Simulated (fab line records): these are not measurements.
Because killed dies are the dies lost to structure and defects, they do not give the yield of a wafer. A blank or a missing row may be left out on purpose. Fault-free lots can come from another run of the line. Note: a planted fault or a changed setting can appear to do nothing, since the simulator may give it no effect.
2 desks looking at one fault | flow n5_finfet | each desk has only its own numbers; what lay behind them comes last

## AT THE METROLOGY DESK
Lot by lot, what the gauges showed, no matter which tool ran the lot: averages of those sampled wafers that carry a number. A lot is out of limits, marked OUT, if its mean lies more than 4 standard deviations from the usual mean; the brackets give that distance.
Columns: A = MIM_TOP_OVL at N5_MIM_TOP_LITHO_OVL_MEAS_11, usual -3 nm
lot  | first seen here | A
L952 | day 12 20:16    | -3
L955 | day 13 09:48    | -3
L954 | day 13 19:16    | 2
L956 | day 13 22:02    | -2
L959 | day 14 01:55    | -5
L958 | day 14 02:27    | -5
L961 | day 14 13:02    | -3
L962 | day 14 17:51    | -6
L963 | day 14 21:05    | -1
L967 | day 16 00:20    | 1
L964 | day 16 03:27    | -1
L968 | day 16 15:20    | 8
Result from this desk: across the 12 lots, nothing is out of limits.

## FOR THE TOOL OWNER'S DESK: pvd_sputter-01
The tool's own readings at N5_BEOL_M3_SPUTTER_88 (material Cu, target thk 4.5 nm, time 8.29 s): means of the sampled wafers that have a number, for each lot that ran on this tool. A lot is out of limits, marked OUT, if its mean lies more than 4 standard deviations from the usual mean; the brackets give that distance.
Columns: A = chuck_sensor_temp_C at N5_BEOL_M3_SPUTTER_88, usual -16.0 C; B = throttle_valve_pct at N5_BEOL_M3_SPUTTER_88, usual 30.4 %
lot  | first seen here | A     | B
L956 | day 8 12:08     | -15.8 | 30.8
L958 | day 9 07:00     | -16.0 | 30.7
L961 | day 9 19:25     | -15.7 | 30.9
L963 | day 9 21:15     | -16.0 | 30.3
L967 | day 11 10:02    | -16.1 | 30.9
L968 | day 11 15:52    | -16.1 | 30.9
Result from this desk: across the 6 lots, nothing is out of limits.

## TAKEN TOGETHER
Nothing out of limits was seen by the metrology desk.
The desk of the tool owner found nothing out of limits.

## WHAT THE SIMULATOR PUT IN
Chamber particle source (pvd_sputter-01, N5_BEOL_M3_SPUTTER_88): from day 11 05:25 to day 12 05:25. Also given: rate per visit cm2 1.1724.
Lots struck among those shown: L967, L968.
